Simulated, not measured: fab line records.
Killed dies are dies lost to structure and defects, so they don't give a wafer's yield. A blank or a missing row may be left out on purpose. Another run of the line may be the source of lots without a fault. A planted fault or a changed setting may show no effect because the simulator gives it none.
fab line records	flow n5-finfet
record lots=5	wafers=15	last-day=18
route steps=1938 shown BEOL_M4@1097 BEOL_M5@1112
lots that met no fault: taken from a fault-free run of the same line
start-h: start of the lot's first displayed wafer, in hours after the record's first day	wait-h: hours from the lot's prior step to this one	" the same as in the row above	L1.1+2: several wafers, shown together as one row	- no value, or no start given	* or withheld: withheld	< > ~ a bound
route shown NAME@n: names a module that has steps shown in the file, with the first one's number in the route	usual: mean/standard deviation of fault-free wafers	same: alike in all rows	chamber/n: place in a boat	sites: each site's reading	_std_site: the values' standard deviation	_edge_site: inner sites' mean taken away from outer sites' mean	radius-mm: for every site, how far away it sits from the centre of the wafer	mask NAME#n: copy n	behind: the last tool/chamber to shape the wafer	hold: cause of the lot's hold/its duration in hours/its outcome	device: the n, p or np transistor that did not switch	end of line: tests run on the same wafers once the route is complete	a step with no rows: only its recipe	killed: the dies lost at the first sort to structure and to defects; this is not the yield of the wafer	map: dies across one wafer; x = killed, . = not, _ = none there
set.NAME: the setting that was run; set.NAME@STEP: the one run at that earlier step	model.NAME: the simulator's own value behind a step, which no gauge read
lots at selected steps of the route; one table per step, one row per wafer
services: a tool's chamber out of use, with start hour (start-h, from the record's first day; less than 0 if before it), hours out, and reason
## steps
# step N5_BEOL_M4_ANNEAL_93
# recipe temp-c=400	time-s=240	ambient=vacuum
# usual heater-power-w=808/66
lot.wafer	tool	chamber	start-h	wait-h	heater-power-w
L080.1	pvd-sputter-02	-	215.08	0.0	792
L080.3	"	-	"	"	705
L080.4	"	-	"	"	943
L084.1	pvd-sputter-03	-	250.14	0.0	803
L084.4	"	-	"	"	737
L084.6	"	-	"	"	922
L086.2	pvd-sputter-01	-	270.97	0.0	758
L086.3	"	-	"	"	794
L086.4	"	-	"	"	850
L094.2	pvd-sputter-02	-	302.63	0.0	919
L094.3	"	-	"	"	794
L094.4	"	-	"	"	714
L096.3	pvd-sputter-02	-	330.03	0.0	783
L096.5	"	-	"	"	759
L096.6	"	-	"	"	928
# step N5_BEOL_M4_SPUTTER_94
# recipe material=Cu	target-thk-a=45	temp-c=-20	chamber-pressure-pa=0.07	power-w=withheld	time-s=8.29
# usual throttle-valve-pct=29.9/0.79
lot.wafer	tool	chamber	start-h	wait-h	throttle-valve-pct
L080.1	pvd-sputter-02	-	215.22	0.1	29.8
L080.3	"	-	"	"	29.8
L080.4	"	-	"	"	29.9
L084.1	pvd-sputter-03	-	250.28	0.1	29.2
L084.4	"	-	"	"	31.7
L084.6	"	-	"	"	29.7
L086.2	pvd-sputter-01	-	271.11	0.1	29.1
L086.3	"	-	"	"	30.5
L086.4	"	-	"	"	30.8
L094.2	pvd-sputter-02	-	302.77	0.1	29.9
L094.3	"	-	"	"	30.0
L094.4	"	-	"	"	29.5
L096.3	pvd-sputter-02	-	330.17	0.1	29.9
L096.5	"	-	"	"	30.3
L096.6	"	-	"	"	30.0
# step N5_BEOL_M4_ANNEAL_95
# recipe temp-c=400	time-s=240	ambient=vacuum
# usual heater-power-w=808/66
lot.wafer	tool	chamber	start-h	wait-h	heater-power-w
L080.1	pvd-sputter-02	-	215.30	0.0	777
L080.3	"	-	"	"	707
L080.4	"	-	"	"	927
L084.1	pvd-sputter-03	-	250.36	0.0	772
L084.4	"	-	"	"	734
L084.6	"	-	"	"	922
L086.2	pvd-sputter-01	-	271.19	0.0	750
L086.3	"	-	"	"	797
L086.4	"	-	"	"	850
L094.2	pvd-sputter-02	-	302.85	0.0	903
L094.3	"	-	"	"	771
L094.4	"	-	"	"	695
L096.3	pvd-sputter-02	-	330.25	0.0	768
L096.5	"	-	"	"	759
L096.6	"	-	"	"	945
# step N5_BEOL_M4_SPUTTER_96
# recipe material=Cu	target-thk-a=45	temp-c=-20	chamber-pressure-pa=0.07	power-w=withheld	time-s=8.29
# usual throttle-valve-pct=29.9/0.83
lot.wafer	tool	chamber	start-h	wait-h	throttle-valve-pct
L080.1	pvd-sputter-02	-	215.44	0.1	29.5
L080.3	"	-	"	"	29.8
L080.4	"	-	"	"	30.1
L084.1	pvd-sputter-03	-	250.50	0.1	28.9
L084.4	"	-	"	"	31.4
L084.6	"	-	"	"	29.5
L086.2	pvd-sputter-01	-	271.33	0.1	29.1
L086.3	"	-	"	"	30.3
L086.4	"	-	"	"	30.9
L094.2	pvd-sputter-02	-	302.99	0.1	30.0
L094.3	"	-	"	"	29.5
L094.4	"	-	"	"	29.8
L096.3	pvd-sputter-02	-	330.39	0.1	29.5
L096.5	"	-	"	"	30.4
L096.6	"	-	"	"	30.3
# step N5_BEOL_M4_ECD_50
# recipe material=Cu	target-thk-a=3000
lot.wafer	tool	chamber	start-h	wait-h
L080.1+3+4	ecd-cu-02	1,0,1	215.56	0.1
L084.1+4+6	ecd-cu-02	0,1,1	250.62	0.1
L086.2+3+4	ecd-cu-02	0,1,0	271.45	0.1
L094.2+3+4	ecd-cu-01	1,0,1	303.11	0.1
L096.3+5+6	ecd-cu-02	1,0,1	330.52	0.1
# step N5_BEOL_M4_ANNEAL_51
# recipe temp-c=225	time-s=90	ambient=N2
# usual wafer_temp_C_max=225.9/0.32
lot.wafer	tool	chamber	start-h	wait-h	wafer_temp_C_max
L080.1	rtp-anneal-02	0	215.64	0.1	226.3
L080.3	"	0	"	"	226.1
L080.4	"	0	"	"	226.3
L084.1	rtp-anneal-01	0	250.70	0.1	225.7
L084.4	"	0	"	"	225.7
L084.6	"	0	"	"	225.6
L086.2	rtp-anneal-02	0	271.57	0.1	225.7
L086.3	"	0	"	"	225.8
L086.4	"	0	"	"	226.0
L094.2	rtp-anneal-02	0	303.24	0.1	226.3
L094.3	"	0	"	"	225.9
L094.4	"	0	"	"	226.2
L096.3	rtp-anneal-01	0	330.67	0.1	225.4
L096.5	"	0	"	"	225.4
L096.6	"	0	"	"	225.8
# step N5_BEOL_M4_CMP_52
# recipe stop-on=SiOC	t-overpolish-s=6.8	down-force-psi=1	platen-rpm=50	clearing-platen-down-force-psi=1.5	clearing-platen-rpm=50	post-cmp-clean=cu-alkaline	target-thk-nm=40	clearing-platen-pad-velocity-m-s=0.99484	pad-velocity-m-s=0.99484
# usual barrier-field-endpoint-s=24.5/0.66	clearing-platen-down-force-psi=1.5000/0.0029	motor-current-A=5.9/0.63	overpolish-run-s=6.800/0.0091	time-to-endpoint-s=63/3.3
lot.wafer	tool	chamber	start-h	wait-h	barrier-field-endpoint-s	clearing-platen-down-force-psi	motor-current-A	overpolish-run-s	time-to-endpoint-s
L080.4	cmp-01	1	215.97	0.2	24.4	1.5054	4.8	6.797	68
L080.3	"	2	"	"	25.3	1.4994	6.6	6.802	65
L080.1	"	3	"	"	24.4	1.4970	6.2	6.789	62
L084.1	cmp-01	1	251.01	0.3	24.2	1.5087	4.9	6.795	64
L084.4	"	3	"	"	24.1	1.4960	6.2	6.801	61
L084.6	"	2	"	"	24.8	1.4977	6.6	6.788	63
L086.3	cmp-03	1	271.82	0.2	23.6	1.5018	6.1	6.784	58
L086.4	"	2	"	"	23.8	1.5047	5.5	6.811	61
L086.2	"	3	"	"	23.5	1.4998	6.4	6.805	61
L094.4	cmp-01	0	303.52	0.2	23.9	1.4962	5.5	6.790	58
L094.3	"	1	"	"	24.2	1.5004	4.8	6.797	62
L094.2	"	2	"	"	23.8	1.4992	6.6	6.786	56
L096.3	cmp-04	3	330.99	0.3	24.3	1.5025	7.1	6.787	60
L096.5	"	0	"	"	25.9	1.4982	6.1	6.790	64
L096.6	"	1	"	"	24.6	1.4976	5.7	6.786	62
# step N5_BEOL_M4_THK_MEAS_53
# recipe thk-meas-gauge=xrf	reads=Cu_of_BEOL_M4_ECD_50
# usual M4_THK=39.8/1.4
lot.wafer	tool	chamber	start-h	wait-h	M4_THK[nm]
L080.1	film-metro-01	-	216.23	-	41.3
L080.3	"	-	"	"	41.3
L080.4	"	-	"	"	39.9
L084.1	film-metro-01	-	251.30	-	39.8
L084.4	"	-	"	"	38.1
L084.6	"	-	"	"	40.4
L086.2	film-metro-01	-	272.12	-	37.9
L086.3	"	-	"	"	40.2
L086.4	"	-	"	"	41.2
L094.2	film-metro-01	-	303.78	-	39.6
L094.3	"	-	"	"	40.2
L094.4	"	-	"	"	40.3
L096.3	film-metro-01	-	331.17	-	37.2
L096.5	"	-	"	"	41.3
L096.6	"	-	"	"	41.4
# step N5_BEOL_M4_PRE_CLEAN_60
# recipe gas=NH3/H2	time-s=15	temp-c=*	rf-power-w=300
# usual heater-power-w=83/8.8
lot.wafer	tool	chamber	start-h	wait-h	heater-power-w
L080.1	cvd-co-02	0	216.26	0.0	86
L080.3	"	1	"	"	63
L080.4	"	2	"	"	88
L084.1	cvd-co-01	1	251.35	0.0	84
L084.4	"	0	"	"	82
L084.6	"	2	"	"	90
L086.2	cvd-co-01	2	272.15	0.0	89
L086.3	"	0	"	"	82
L086.4	"	0	"	"	84
L094.2	cvd-co-01	2	303.82	0.0	89
L094.3	"	0	"	"	83
L094.4	"	0	"	"	83
L096.3	cvd-co-02	1	331.21	0.0	62
L096.5	"	2	"	"	87
L096.6	"	1	"	"	65
# step N5_BEOL_M4_CO_CAP_55
# recipe material=Co	target-thk-a=20	temp-c=200	precursor=CCTBA/H2	pressure-torr=30	time-s=102.1
# usual heater-power-w=234/11
lot.wafer	tool	chamber	start-h	wait-h	heater-power-w
L080.1	cvd-co-02	0	216.30	0.0	238
L080.3	"	1	"	"	206
L080.4	"	2	"	"	241
L084.1	cvd-co-01	1	251.39	0.0	238
L084.4	"	0	"	"	235
L084.6	"	2	"	"	248
L086.2	cvd-co-01	2	272.19	0.0	239
L086.3	"	0	"	"	231
L086.4	"	0	"	"	231
L094.2	cvd-co-01	2	303.86	0.0	236
L094.3	"	0	"	"	239
L094.4	"	0	"	"	227
L096.3	cvd-co-02	1	331.25	0.0	209
L096.5	"	2	"	"	239
L096.6	"	1	"	"	216
# step N5_BEOL_M4_PRE_CLEAN_56
# recipe gas=NH3	time-s=15	temp-c=withheld	rf-power-w=300
lot.wafer	tool	chamber	start-h	wait-h
L080.1+3+4	pecvd-02	1,1,0	216.40	0.1
L084.1+4+6	pecvd-02	0,0,1	251.48	0.1
L086.2+3+4	pecvd-03	2,0,2	272.29	0.1
L094.2+3+4	pecvd-03	0,2,2	303.95	0.1
L096.3+5+6	pecvd-02	2,2,0	331.34	0.1
# step N5_BEOL_M4_DEP_57
# recipe material=SiCN	target-thk-a=80	temp-c=withheld	precursor=3MS/NH3	pressure-torr=3	rf-w=202	time-s=14
# usual showerhead-plenum-p-Torr=3.669/0.011	throttle-valve-pct=9.4/0.8
lot.wafer	tool	chamber	start-h	wait-h	showerhead-plenum-p-Torr	throttle-valve-pct
L080.1	pecvd-02	1	216.43	0.0	3.669	9.6
L080.3	"	1	"	"	3.672	9.7
L080.4	"	0	"	"	3.690	9.1
L084.1	pecvd-02	0	251.51	0.0	3.684	8.7
L084.4	"	0	"	"	3.678	8.9
L084.6	"	1	"	"	3.677	9.6
L086.2	pecvd-03	2	272.31	0.0	3.672	9.0
L086.3	"	0	"	"	3.678	9.4
L086.4	"	2	"	"	3.674	8.8
L094.2	pecvd-03	0	303.97	0.0	3.681	10.1
L094.3	"	2	"	"	3.668	8.8
L094.4	"	2	"	"	3.670	8.6
L096.3	pecvd-02	2	331.37	0.0	3.678	8.7
L096.5	"	2	"	"	3.667	8.6
L096.6	"	0	"	"	3.681	8.9
# step N5_BEOL_M4_RS_MEAS_58
# recipe thk-meas-gauge=four-point-probe	reads=Co_of_BEOL_M4_CO_CAP_55+Cu_of_BEOL_M4_ECD_50+Co_of_BEOL_M4_CVD_47+TaN_of_BEOL_M4_ALD_84
# usual M4_RS=0.67/0.03
lot.wafer	tool	chamber	start-h	wait-h	M4_RS[ohm/sq]
L080.1	film-metro-01	-	216.52	0.1	0.64
L080.3	"	-	"	"	0.65
L080.4	"	-	"	"	0.67
L084.1	film-metro-02	-	251.58	0.0	0.66
L084.4	"	-	"	"	0.70
L084.6	"	-	"	"	0.65
L086.2	film-metro-02	-	272.38	0.1	0.73
L086.3	"	-	"	"	0.68
L086.4	"	-	"	"	0.65
L094.2	film-metro-01	-	304.04	0.1	0.69
L094.3	"	-	"	"	0.68
L094.4	"	-	"	"	0.68
L096.3	film-metro-01	-	331.43	0.1	0.74
L096.5	"	-	"	"	0.65
L096.6	"	-	"	"	0.64
# step N5_BEOL_M4_INSPECT_59
# recipe inspect-instrument=darkfield	mode=post-dep
# usual raw-defect-count=78/23
lot.wafer	tool	chamber	start-h	wait-h	raw-defect-count
L080.1	defect-inspect-01	-	216.54	0.0	71
L080.3	"	-	"	"	90
L080.4	"	-	"	"	70
L084.1	defect-inspect-01	-	251.60	0.0	74
L084.4	"	-	"	"	53
L084.6	"	-	"	"	118
L086.2	defect-inspect-01	-	272.40	0.0	90
L086.3	"	-	"	"	53
L086.4	"	-	"	"	111
L094.2	defect-inspect-01	-	304.07	0.0	83
L094.3	"	-	"	"	84
L094.4	"	-	"	"	65
L096.3	defect-inspect-02	-	331.46	0.0	104
L096.5	"	-	"	"	67
L096.6	"	-	"	"	114
# step N5_BEOL_M4_RC_MEAS_101
# usual DIBL_N=36.4/1.6	DIBL_P=36.2/1.8	IOFF_N=0.159/0.029	IOFF_P=0.21/0.034	ION_N=670/12	ION_P=459/8.2	SS_N=71.5/0.59	SS_P=73.2/0.54	VT_N=250/3.3	VT_P=-250/3.7
lot.wafer	tool	chamber	start-h	wait-h	DIBL_N[mV/V]	DIBL_P[mV/V]	IOFF_N[nA/um]	IOFF_P[nA/um]	ION_N[uA/um]	ION_P[uA/um]	SS_N[mV/dec]	SS_P[mV/dec]	VT_N[mV]	VT_P[mV]
L080.1	prober-01	0	216.57	0.0	34.2	34.3	0.129	0.20	666	457	70.5	72.3	249	-251
L080.3	"	0	"	"	35.8	36.2	0.162	0.22	677	465	72.7	73.8	246	-247
L080.4	"	0	"	"	35.6	35.2	0.148	0.21	679	461	71.7	73.2	250	-246
L084.1	prober-02	0	251.63	0.0	36.9	35.8	0.177	0.19	672	449	72.2	73.8	250	-253
L084.4	"	0	"	"	38.4	37.2	0.200	0.23	678	461	72.2	73.9	246	-251
L084.6	"	0	"	"	36.8	35.8	0.176	0.19	683	456	72.4	73.7	249	-253
L086.2	prober-01	0	272.58	0.2	38.0	35.7	0.173	0.21	672	455	71.8	73.6	247	-249
L086.3	"	0	"	"	39.2	38.0	0.204	0.26	675	463	73.0	74.1	247	-246
L086.4	"	0	"	"	37.6	36.4	0.166	0.23	677	465	71.0	72.7	249	-249
L094.2	prober-02	0	304.25	0.2	36.5	34.4	0.146	0.17	665	455	72.2	72.6	250	-253
L094.3	"	0	"	"	37.5	36.1	0.160	0.21	666	459	72.0	73.2	249	-252
L094.4	"	0	"	"	37.6	35.4	0.173	0.19	684	461	71.6	73.4	247	-250
L096.3	prober-01	0	331.79	0.3	34.9	35.3	0.130	0.18	656	453	71.8	72.8	256	-250
L096.5	"	0	"	"	33.8	34.8	0.121	0.18	656	459	71.1	72.6	255	-251
L096.6	"	0	"	"	35.0	36.9	0.147	0.23	662	462	70.9	73.1	250	-249
# step N5_BEOL_M5_ILD_DEP_00
# recipe material=SiCOH_lowk	target-thk-a=1406.4	temp-c=300	precursor=DEMS/porogen	pressure-torr=5	rf-w=500	time-s=25.9
# usual heater-power-w=324/48	showerhead-plenum-p-Torr=5.741/0.018	throttle-valve-pct=14.0/0.65
lot.wafer	tool	chamber	start-h	wait-h	heater-power-w	showerhead-plenum-p-Torr	throttle-valve-pct
L080.1	pecvd-02	0	217.54	0.8	330	5.749	13.8
L080.3	"	1	"	"	290	5.739	14.7
L080.4	"	0	"	"	338	5.748	14.0
L084.1	pecvd-02	1	252.59	0.8	258	5.745	14.6
L084.4	"	2	"	"	292	5.740	13.0
L084.6	"	0	"	"	352	5.748	13.6
L086.2	pecvd-02	0	273.39	0.7	310	5.759	14.0
L086.3	"	0	"	"	312	5.745	13.8
L086.4	"	1	"	"	277	5.730	14.5
L094.2	pecvd-04	1	305.06	0.7	379	5.739	13.8
L094.3	"	0	"	"	319	5.751	13.9
L094.4	"	0	"	"	337	5.768	13.9
L096.3	pecvd-04	1	332.45	0.5	366	5.728	13.9
L096.5	"	2	"	"	273	5.716	12.8
L096.6	"	0	"	"	390	5.755	13.6
# step N5_BEOL_M5_CURE_79
# recipe temp-c=385	time-s=240	ambient=He/Ar	material=SiCOH_lowk
# usual lamp-power-pct=52.31/0.057	wafer_temp_C_max=387.0/0.5
lot.wafer	tool	chamber	start-h	wait-h	lamp-power-pct	wafer_temp_C_max
L080.1	uv-cure-01	1	217.62	0.1	52.35	387.3
L080.3	"	1	"	"	52.35	386.8
L080.4	"	1	"	"	52.25	387.1
L084.1	uv-cure-03	0	252.65	0.0	52.23	386.9
L084.4	"	0	"	"	52.41	387.5
L084.6	"	0	"	"	52.34	387.1
L086.2	uv-cure-01	0	273.63	0.2	52.24	386.7
L086.3	"	0	"	"	52.23	387.9
L086.4	"	0	"	"	52.30	386.7
L094.2	uv-cure-03	1	305.20	0.1	52.31	386.4
L094.3	"	1	"	"	52.32	386.1
L094.4	"	1	"	"	52.32	385.9
L096.3	uv-cure-01	1	332.67	0.2	52.35	386.8
L096.5	"	1	"	"	52.28	387.0
L096.6	"	1	"	"	52.28	387.2
# step N5_BEOL_M5_THK_MEAS_01
# recipe reads=SiCOH_lowk_of_BEOL_M5_ILD_DEP_00
# usual M5_ILD_THK=120.6/1.7
lot.wafer	tool	chamber	start-h	wait-h	M5_ILD_THK[nm]
L080.1	film-metro-02	-	218.13	0.4	121.2
L080.3	"	-	"	"	123.5
L080.4	"	-	"	"	123.3
L084.1	film-metro-01	-	253.16	0.4	121.5
L084.4	"	-	"	"	119.5
L084.6	"	-	"	"	122.3
L086.2	film-metro-01	-	274.46	0.7	121.2
L086.3	"	-	"	"	121.5
L086.4	"	-	"	"	122.1
L094.2	film-metro-01	-	305.64	0.4	118.8
L094.3	"	-	"	"	121.6
L094.4	"	-	"	"	123.9
L096.3	film-metro-01	-	333.02	0.3	118.6
L096.5	"	-	"	"	119.8
L096.6	"	-	"	"	121.8
# step N5_BEOL_M5_PECVD_70
# recipe material=SiO2	target-thk-a=160	temp-c=400	precursor=TEOS/O2	pressure-torr=5.5	rf-w=450	teos-flow-sccm=53.8	gas=O2	flow-sccm=3000	time-s=18
# usual heater-power-w=745/97	showerhead-plenum-p-Torr=8.79/0.07	throttle-valve-pct=22.6/1
lot.wafer	tool	chamber	start-h	wait-h	heater-power-w	showerhead-plenum-p-Torr	throttle-valve-pct
L080.1	pecvd-03	1	218.17	0.0	929	8.63	23.4
L080.3	"	2	"	"	569	8.83	21.4
L080.4	"	2	"	"	584	8.82	21.3
L084.1	pecvd-02	1	253.20	0.0	686	8.80	23.6
L084.4	"	2	"	"	734	8.78	21.4
L084.6	"	0	"	"	809	8.84	22.1
L086.2	pecvd-04	1	274.50	0.0	738	8.75	22.5
L086.3	"	2	"	"	627	8.73	20.7
L086.4	"	0	"	"	755	8.85	22.3
L094.2	pecvd-04	1	305.67	0.0	716	8.75	22.5
L094.3	"	0	"	"	812	8.86	22.5
L094.4	"	1	"	"	733	8.77	22.3
L096.3	pecvd-03	2	333.06	0.0	656	8.83	21.8
L096.5	"	0	"	"	916	8.87	23.9
L096.6	"	2	"	"	635	8.83	21.8
# step N5_BEOL_M5_HM_DEP_02
# recipe material=TiN	target-thk-a=200	temp-c=25	chamber-pressure-pa=0.49996
# usual throttle-valve-pct=29.9/0.94
lot.wafer	tool	chamber	start-h	wait-h	throttle-valve-pct
L080.1	pvd-sputter-01	-	220.10	1.9	31.1
L080.3	"	-	"	"	28.8
L080.4	"	-	"	"	30.4
L084.1	pvd-sputter-01	-	254.13	0.9	29.0
L084.4	"	-	"	"	30.5
L084.6	"	-	"	"	31.0
L086.2	pvd-sputter-03	-	275.94	1.4	29.2
L086.3	"	-	"	"	29.7
L086.4	"	-	"	"	31.1
L094.2	pvd-sputter-01	-	306.64	0.9	29.0
L094.3	"	-	"	"	30.3
L094.4	"	-	"	"	30.9
L096.3	pvd-sputter-03	-	334.52	1.4	29.6
L096.5	"	-	"	"	29.7
L096.6	"	-	"	"	31.4
# step N5_BEOL_M5_COAT_59
# recipe resist=SOC	temp-c=250	time-s=60	spin-rpm=1500	resist-thk-nm=60
# usual heater-power-total-W=500.9/1.8	spin-speed-rpm=1499.9/1
lot.wafer	tool	chamber	start-h	wait-h	heater-power-total-W	spin-speed-rpm
L080.1	litho-track-01	0	220.22	0.1	502.6	1498.5
L080.3	"	0	"	"	503.3	1500.0
L080.4	"	0	"	"	500.1	1500.8
L084.1	litho-track-01	0	254.26	0.1	499.8	1499.7
L084.4	"	0	"	"	503.2	1500.5
L084.6	"	0	"	"	499.1	1500.8
L086.2	litho-track-01	0	276.07	0.1	497.2	1502.6
L086.3	"	0	"	"	501.4	1500.1
L086.4	"	0	"	"	499.2	1500.2
L094.2	litho-track-01	0	306.76	0.1	500.5	1501.2
L094.3	"	0	"	"	502.4	1499.5
L094.4	"	0	"	"	503.1	1500.5
L096.3	litho-track-03	0	334.65	0.1	497.8	1500.0
L096.5	"	0	"	"	500.4	1500.1
L096.6	"	0	"	"	499.6	1500.5
# step N5_BEOL_M5_COAT_60
# recipe resist=SiARC	temp-c=220	time-s=60	spin-rpm=1500	resist-thk-nm=12
# usual heater-power-total-W=427.6/2.2	spin-speed-rpm=1500.0/1
lot.wafer	tool	chamber	start-h	wait-h	heater-power-total-W	spin-speed-rpm
L080.1	litho-track-01	0	-	-	425.4	1501.4
L080.3	"	0	"	"	426.8	1501.8
L080.4	"	0	"	"	425.4	1501.6
L084.1	litho-track-01	0	-	-	424.9	1497.5
L084.4	"	0	"	"	429.1	1500.9
L084.6	"	0	"	"	426.7	1498.0
L086.2	litho-track-01	0	-	-	424.6	1501.2
L086.3	"	0	"	"	426.6	1501.1
L086.4	"	0	"	"	427.0	1499.8
L094.2	litho-track-01	0	-	-	427.3	1500.1
L094.3	"	0	"	"	427.1	1499.4
L094.4	"	0	"	"	429.7	1500.5
L096.3	litho-track-03	0	-	-	426.7	1501.7
L096.5	"	0	"	"	430.3	1498.7
L096.6	"	0	"	"	427.7	1499.3
# step N5_BEOL_M5_COAT_71
# recipe resist=underlayer	temp-c=205	time-s=60	spin-rpm=1500	resist-thk-nm=5
# usual heater-power-total-W=391.7/1.3	spin-speed-rpm=1500.1/1.1
lot.wafer	tool	chamber	start-h	wait-h	heater-power-total-W	spin-speed-rpm
L080.1	litho-track-01	0	-	-	390.7	1498.4
L080.3	"	0	"	"	390.7	1499.3
L080.4	"	0	"	"	390.7	1499.8
L084.1	litho-track-01	0	-	-	393.6	1500.8
L084.4	"	0	"	"	393.8	1500.6
L084.6	"	0	"	"	390.9	1502.4
L086.2	litho-track-01	0	-	-	390.6	1499.1
L086.3	"	0	"	"	389.7	1498.6
L086.4	"	0	"	"	393.7	1501.0
L094.2	litho-track-01	0	-	-	390.0	1499.6
L094.3	"	0	"	"	392.4	1498.6
L094.4	"	0	"	"	391.1	1501.1
L096.3	litho-track-03	0	-	-	392.2	1500.5
L096.5	"	0	"	"	390.0	1500.8
L096.6	"	0	"	"	393.1	1500.0
# step N5_BEOL_M5_COAT_05
# recipe resist=CAR-EUV	spin-rpm=1500	resist-thk-nm=30
# usual spin-speed-rpm=1499.7/1.1
lot.wafer	tool	chamber	start-h	wait-h	spin-speed-rpm
L080.1	litho-track-01	0	-	-	1500.2
L080.3	"	0	"	"	1499.9
L080.4	"	0	"	"	1499.4
L084.1	litho-track-01	0	-	-	1499.6
L084.4	"	0	"	"	1498.6
L084.6	"	0	"	"	1500.5
L086.2	litho-track-01	0	-	-	1500.4
L086.3	"	0	"	"	1499.9
L086.4	"	0	"	"	1500.4
L094.2	litho-track-01	0	-	-	1502.5
L094.3	"	0	"	"	1500.0
L094.4	"	0	"	"	1500.8
L096.3	litho-track-03	0	-	-	1500.0
L096.5	"	0	"	"	1499.4
L096.6	"	0	"	"	1499.5
# step N5_BEOL_M5_EBR_07
# recipe solvent=PGMEA	ebr-width-mm=1.5
lot.wafer	tool	chamber	start-h	wait-h
L080.1+3+4	litho-track-01	0	-	-
L084.1+4+6	litho-track-01	0	-	-
L086.2+3+4	litho-track-01	0	-	-
L094.2+3+4	litho-track-01	0	-	-
L096.3+5+6	litho-track-03	0	-	-
# step N5_BEOL_M5_SOFTBAKE_06
# recipe temp-c=110	time-s=60	resist=CAR-EUV
# usual heater-power-total-W=175.5/1.6
lot.wafer	tool	chamber	start-h	wait-h	heater-power-total-W
L080.1	litho-track-01	0	-	-	176.2
L080.3	"	0	"	"	175.4
L080.4	"	0	"	"	174.8
L084.1	litho-track-01	0	-	-	177.1
L084.4	"	0	"	"	177.6
L084.6	"	0	"	"	177.3
L086.2	litho-track-01	0	-	-	175.0
L086.3	"	0	"	"	176.8
L086.4	"	0	"	"	175.2
L094.2	litho-track-01	0	-	-	176.0
L094.3	"	0	"	"	176.5
L094.4	"	0	"	"	173.6
L096.3	litho-track-03	0	-	-	177.3
L096.5	"	0	"	"	176.8
L096.6	"	0	"	"	174.0
## services
tool	chamber	start-h	hours	kind
pecvd-02	2	202.38	-	clean
pecvd-02	2	202.38	-	consumable-replace:showerhead
cmp-04	-	217.00	5.3	pm
uv-cure-01	-	230.28	7.5	pm
uv-cure-03	-	239.14	13.3	repair
cmp-01	-	244.21	6.1	repair
cvd-co-01	-	255.69	0.6	repair
uv-cure-03	-	261.69	2.8	repair
cmp-03	-	263.43	1.4	repair
cmp-04	-	265.21	0.9	repair
ecd-cu-01	-	267.14	8.7	pm
cmp-04	-	272.46	1.0	repair
ecd-cu-01	-	282.23	1.5	repair
cmp-03	-	286.11	1.6	repair
uv-cure-01	-	290.49	2.1	pm
cmp-04	-	293.12	4.0	pm
cmp-04	-	297.12	5.5	pm
cvd-co-02	-	303.82	0.4	repair
cmp-01	-	308.39	4.0	pm
pvd-sputter-01	-	312.40	8.6	repair
cmp-03	-	312.96	3.8	pm
cmp-04	-	314.66	2.2	repair
cmp-03	-	324.97	5.1	pm
cmp-04	-	331.69	18.2	pm
## key
fault none
